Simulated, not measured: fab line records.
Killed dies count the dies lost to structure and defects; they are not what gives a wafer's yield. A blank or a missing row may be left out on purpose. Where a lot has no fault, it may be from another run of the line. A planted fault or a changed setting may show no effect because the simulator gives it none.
Problem report, 8D (eight disciplines) form, completed by code + flow n5 finfet + the parts of the form that need people (team, actions taken, sign-off) are left out

1. WHAT IS WRONG
head pressure psi at N5_BEOL_M3_CMP_52 reads a mean of 1.2432 psi on 2 wafers of 2 lots; wafers without a fault read 1.0003 psi with a standard deviation of 0.0022. So: +99 or more standard deviations from the usual mean.
The step: polishes, stops on SiOC, t overpolish 6.8 s, target thk 40 nm.
First observed at day 11 03:25: wafer L818.6, on cmp-03. The record holds 30 wafers of 10 lots with a number at this step. Rule for "out" (also "out of limits"): further than 4 standard deviations from the usual mean. All remaining wafers that have a number are taken as sound.

2. WHAT THIS IS AND IS NOT
| question                    | is                                          | is not                                                                                                       |
|-----------------------------|---------------------------------------------|--------------------------------------------------------------------------------------------------------------|
| which readings at this step | head pressure psi, barrier field endpoint s | edge zone pressure frac, motor current A, overpolish run s, retaining ring pressure frac, time to endpoint s |
| which lots                  | L818, L820                                  | L808, L809, L810, L812, L814, L815, L816, L817                                                               |
| which wafers of those lots  | L818.6, L820.1                              | L818.1, L818.5, L820.4, L820.5                                                                               |
| read on which tools         | cmp-03                                      | cmp-02                                                                                                       |
| when                        | from day 11 03:25                           | up to then (26 sound wafers); but 2 sound wafers of L820 came after                                          |

3. SUSPECTS, AND WHAT RULES EACH OUT
Counting: if a tool at a process step up to the reading ran every lot that is out, it stays a suspect. Sound lots after the first of them don't rule it out here, since some wafers of a struck lot are sound.
- cmp-03 at N5_BEOL_M3_CMP_52 (polishes, stops on SiOC, t overpolish 6.8 s, target thk 40 nm): kept. It ran every lot that is out, first L818 (day 11 03:25); its last sound lot up to then is L817 (day 10 15:32). On those wafers its own readings are out: barrier field endpoint s, head pressure psi.
- At N5_BEOL_M3_CMP_52, inside cmp-03: chamber 1 took the wafers that are out, while their sound lot-mates went through chambers 0, 2.
Left after counting: cmp-03 at N5_BEOL_M3_CMP_52.

4. THE CAUSE (what the simulator had put in)
cmp-03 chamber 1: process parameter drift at N5_BEOL_M3_CMP_52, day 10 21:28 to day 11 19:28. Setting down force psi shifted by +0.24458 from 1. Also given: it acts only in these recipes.
After counting, this tool was the only one left.

5. THE EFFECT CHAIN, in route order
Each row: a reading where the mean over the struck wafers with a number is more than 3 standard deviations away from the usual. Only readings whose record carries a usual standard deviation are examined. hours: median over the lots of the time between each lot's start at the first step of this table that gives one and its start at this step. sigmas: the change, counted in usual standard deviations.
| hours | step              | reading                  | usual      | on struck wafers | change  | sigmas      |
|-------|-------------------|--------------------------|------------|------------------|---------|-------------|
| 0     | N5_BEOL_M3_CMP_52 | barrier field endpoint s | 24.3 s     | 19.4             | -4.9    | -11         |
| 0     | N5_BEOL_M3_CMP_52 | head pressure psi        | 1.0003 psi | 1.2432           | +0.2429 | +99 or more |
The process steps in it:
- N5_BEOL_M3_CMP_52: polishes, stops on SiOC, t overpolish 6.8 s, target thk 40 nm.
Later steps that measure or inspect, where all struck wafers having a row at the step show a number for every such reading and not one has moved that far: N5_BEOL_M4_RC_MEAS_101.

6. WHAT WOULD HAVE CAUGHT IT SOONER
The fault began at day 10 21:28; the first out-of-limits reading in this record came at day 11 03:25, 6 hours later.
